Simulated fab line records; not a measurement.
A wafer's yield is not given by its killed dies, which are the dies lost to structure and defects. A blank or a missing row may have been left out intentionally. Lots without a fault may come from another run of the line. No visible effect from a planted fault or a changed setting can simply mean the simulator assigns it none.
2 desks, one fault :: flow nand-harc :: numbers are kept per desk, each desk with only its own; the story behind them comes last

DESK OF THE TOOL OWNER: ald-sin-batch-02
The tool's own readings at NHARC_A_CHANNEL_FILL_D1_ALD_15 (deposits SiNx, target thk 2 nm, pulse time 60 s, ald cycles 19): means of the sampled wafers that have a number, for each lot that ran on this tool. Marked OUT: a lot whose mean sits more than 4 standard deviations from the usual mean, which makes it out of limits; the brackets give that distance.
Columns: A = precursor-pulse-height-rel at NHARC_A_CHANNEL_FILL_D1_ALD_15, usual 1.000
lot: L215
first seen here: day 10 03:00
A: 1.014

lot: L217
first seen here: day 10 03:00
A: 1.022

lot: L218
first seen here: day 10 09:32
A: 1.014

lot: L219
first seen here: day 10 09:32
A: 1.000

lot: L233
first seen here: day 14 12:37
A: 1.003

lot: L234
first seen here: day 14 16:49
A: 0.997

lot: L235
first seen here: day 14 20:58
A: 1.013
This desk's finding: nothing out of limits on any of the 7 lots.

AT THE METROLOGY DESK
What the gauges read, lot by lot, whatever tool the lot ran on: means of the sampled wafers that have a number. Marked OUT: a lot whose mean sits more than 4 standard deviations from the usual mean, which makes it out of limits; the brackets give that distance.
Columns: A = cd-nm at NHARC_A_BONDPAD_CD_MEAS_13, usual 499.5 nm; B = cd-nm at NHARC_THIN_TSV_CD_MEAS_33, usual 5001.3 nm
lot: L212
first seen here: day 18 04:05
A: 496.6
B: 4999.8

lot: L213
first seen here: day 18 11:17
A: 499.2
B: 5002.9

lot: L214
first seen here: day 18 15:40
A: 499.4
B: 5001.3

lot: L217
first seen here: day 18 16:04
A: 500.5
B: 4998.8

lot: L219
first seen here: day 19 02:41
A: 501.4
B: 5001.0

lot: L215
first seen here: day 19 03:58
A: 499.5
B: 5002.4

lot: L218
first seen here: day 19 12:15
A: 498.5
B: 5000.7

lot: L228
first seen here: day 22 03:47
A: 501.7
B: 5000.9

lot: L233
first seen here: day 23 12:28
A: 500.3
B: 5001.8

lot: L234
first seen here: day 23 17:08
A: 499.5
B: 5001.6

lot: L235
first seen here: day 24 01:19
A: 499.3
B: 5002.5
This desk's finding: nothing out of limits on any of the 11 lots.

ALL TOGETHER
The tool owner's desk saw nothing out of limits.
From the metrology desk's view, nothing was out of limits.

WHAT WAS PUT IN BY THE SIMULATOR
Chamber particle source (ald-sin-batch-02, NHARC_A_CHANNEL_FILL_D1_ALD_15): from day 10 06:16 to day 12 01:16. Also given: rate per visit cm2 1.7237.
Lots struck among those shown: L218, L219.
